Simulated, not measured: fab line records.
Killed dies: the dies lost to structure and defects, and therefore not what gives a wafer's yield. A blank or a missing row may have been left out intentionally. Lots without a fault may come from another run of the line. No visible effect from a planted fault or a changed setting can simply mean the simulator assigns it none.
One fault through the eyes of 3 desks -- flow n5 finfet -- only its own numbers are on each desk; what lay behind them is given at the end

## METROLOGY DESK
What the gauges read, lot by lot, whatever tool the lot ran on: means of the sampled wafers that have a number. Marked OUT: a lot whose mean sits more than 4 standard deviations from the usual mean, which makes it out of limits; the brackets give that distance.
Columns: A = cd nm at N5_MIM_BOT_LITHO_CD_MEAS_08, usual 2999.1 nm; B = MIM_BOT_OVL at N5_MIM_BOT_LITHO_OVL_MEAS_11, usual -1 nm; C = cd nm at N5_PASSIVATION_CD_MEAS_10, usual 2998.2 nm; D = TV_OVL at N5_PASSIVATION_OVL_MEAS_60, usual -1 nm
lot,first seen here,A,B,C,D
L452,day 12 06:28,2998.5,2,3000.6,-1
L457,day 13 08:43,3000.0,-4,2999.2,-1
L462,day 15 06:00,3000.6,1,2997.2,-2
L466,day 16 04:45,2999.8,-2,2997.7,-3
L470,day 19 23:55,2998.8,6,2999.1,2
This desk found nothing out of limits on any of the 5 lots.

## THE TOOL OWNER'S DESK: pecvd-04
The tool's own readings at N5_PASSIVATION_PECVD_55 (deposits SiO2 from SiH4/N2O, target thk 400 nm, time 22.5 s): means of the sampled wafers that have a number, for each lot that ran on this tool. Marked OUT: a lot whose mean sits more than 4 standard deviations from the usual mean, which makes it out of limits; the brackets give that distance.
Columns: A = heater power w at N5_PASSIVATION_PECVD_55, usual 662 W; B = showerhead plenum p Torr at N5_PASSIVATION_PECVD_55, usual 8.20 Torr; C = throttle valve pct at N5_PASSIVATION_PECVD_55, usual 52 %
lot,first seen here,A,B,C
L457,day 13 09:43,703,8.19,53
L466,day 16 05:56,652,8.07,56
This desk found nothing out of limits on any of the 2 lots.

## THE DEFECT DESK
Counts from the inspections along the route, per lot, as means over the sampled wafers that have a number. Marked OUT: a lot whose mean sits more than 4 standard deviations from the usual mean, which makes it out of limits; the brackets give that distance.
Columns: A = raw defect count at N5_MIM_BOT_LITHO_INSPECT_12, usual 2.1; B = raw defect count at N5_PASSIVATION_INSPECT_61, usual 2.2
lot,first seen here,A,B
L452,day 12 06:32,1.3,3.0
L457,day 13 08:46,1.7,2.0
L462,day 15 06:04,2.3,2.7
L466,day 16 04:49,1.7,1.3
L470,day 19 23:58,1.0,1.3
This desk found nothing out of limits on any of the 5 lots.

## BROUGHT TOGETHER
Metrology desk: nothing out of limits seen.
The tool owner's desk saw nothing out of limits.
Nothing the defect desk looked at was out of limits.

## WHAT THE SIMULATOR PUT IN
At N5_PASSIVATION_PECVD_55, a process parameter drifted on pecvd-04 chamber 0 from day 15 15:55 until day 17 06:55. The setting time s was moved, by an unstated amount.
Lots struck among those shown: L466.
